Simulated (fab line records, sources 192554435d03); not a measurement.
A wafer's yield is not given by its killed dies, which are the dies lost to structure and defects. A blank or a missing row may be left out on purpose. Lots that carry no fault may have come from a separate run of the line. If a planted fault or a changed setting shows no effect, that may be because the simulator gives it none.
Split-lot experiment -- flow n5_finfet -- 21 wafers read across 7 lots, on a route 1938 steps long

SPLIT DETAILS
At N5_BEOL_M11_TRENCH_ETCH_37 (etches SiCOH lowk in C4F6/O2, target depth 148.83 nm, time 48 s), the setting bias_w was moved away from the recipe's 185 W on 5 of the 21 wafers read, by -10.1% to +15.6%. For the rest of the wafers, this setting stayed at what the recipe calls for.

The split's own step is where the reading is taken.

THE READING
rf_vpp_V, in V, at N5_BEOL_M11_TRENCH_ETCH_37 (etches SiCOH lowk in C4F6/O2, target depth 148.83 nm, time 48 s). On this fab line, fault-free wafers typically give 660 V with a standard deviation of 14 V.

wafer,"tool, chamber at the split","bias_w as run, W",against the recipe,"rf_vpp_V, V",against lot-mates on the recipe
L076.1,"rie_diel-05, 0",185,recipe,658,-
L076.4,"rie_diel-05, 0",185,recipe,658,-
L076.5,"rie_diel-05, 1",166.4,-10.1%,608,-50
L077.1,"rie_diel-04, 2",185,recipe,633,-
L077.2,"rie_diel-04, 3",185,recipe,672,-
L077.4,"rie_diel-04, 2",185,recipe,633,-
L079.3,"rie_diel-05, 1",212.6,+14.9%,740,+88
L079.4,"rie_diel-05, 3",212.6,+14.9%,728,+76
L079.5,"rie_diel-05, 2",185,recipe,652,-
L089.2,"rie_diel-04, 3",185,recipe,669,-
L089.3,"rie_diel-04, 1",203.9,+10.2%,715,+44
L089.6,"rie_diel-04, 3",185,recipe,672,-
L091.3,"rie_diel-04, 2",185,recipe,633,-
L091.5,"rie_diel-04, 0",185,recipe,672,-
L091.6,"rie_diel-04, 1",185,recipe,659,-
L090.1,"rie_diel-01, 3",185,recipe,657,-
L090.4,"rie_diel-01, 2",185,recipe,661,-
L090.5,"rie_diel-01, 3",185,recipe,658,-
L093.1,"rie_diel-04, 2",185,recipe,634,-
L093.2,"rie_diel-04, 1",185,recipe,660,-
L093.3,"rie_diel-04, 3",213.9,+15.6%,753,+106

THE FIT
A straight line over all 21 wafers: rf_vpp_V changes by +5.51 V for each +1% of bias_w; r = +0.94; the points scatter about the line by 13 V.
The same after taking each lot's own level away (the mean of its wafers on the recipe; 21 wafers): +5.64 V for each +1%; r = +0.95; scatter 12 V.
That fit puts the effect of the largest move of bias_w on the reading at 88 V.
Across the lots, their own levels run from 646.0 to 670.5 V, a range of 1.8 times the standard deviation given above.
The two slopes agree, so the slope changes little with the lot-to-lot level.
Check: +81.8 V against its lot-mates is what the line predicts for one of the wafers moved furthest among these (+15.6%) when that wafer is left out of the fit. It came out at +106 V against them.
Tool readings at the split's step, against how far the setting was moved: rf_vpp_V r = +0.94.

OTHER SPLITS ON THESE WAFERS
Note: prior to the reading, these wafers also went through further splits. Each is held against what the fit with the lots' levels taken away leaves over:
other split on the same wafers,wafers away from the commonest value,r with rf_vpp_V (lot level and that fit taken away)
N5_BEOL_M8_DESCUM_16 time_s,6,+0.10
N5_BEOL_M9_ILD_DEP_00 time_s,8,-0.10
N5_BEOL_M10_ILD_DEP_00 time_s,11,-0.30
N5_BEOL_M11_PECVD_70 time_s,10,+0.07

FILE'S OWN FIT
rf_vpp_V changes by +5.72 V for each +1% of bias_w, r = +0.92.
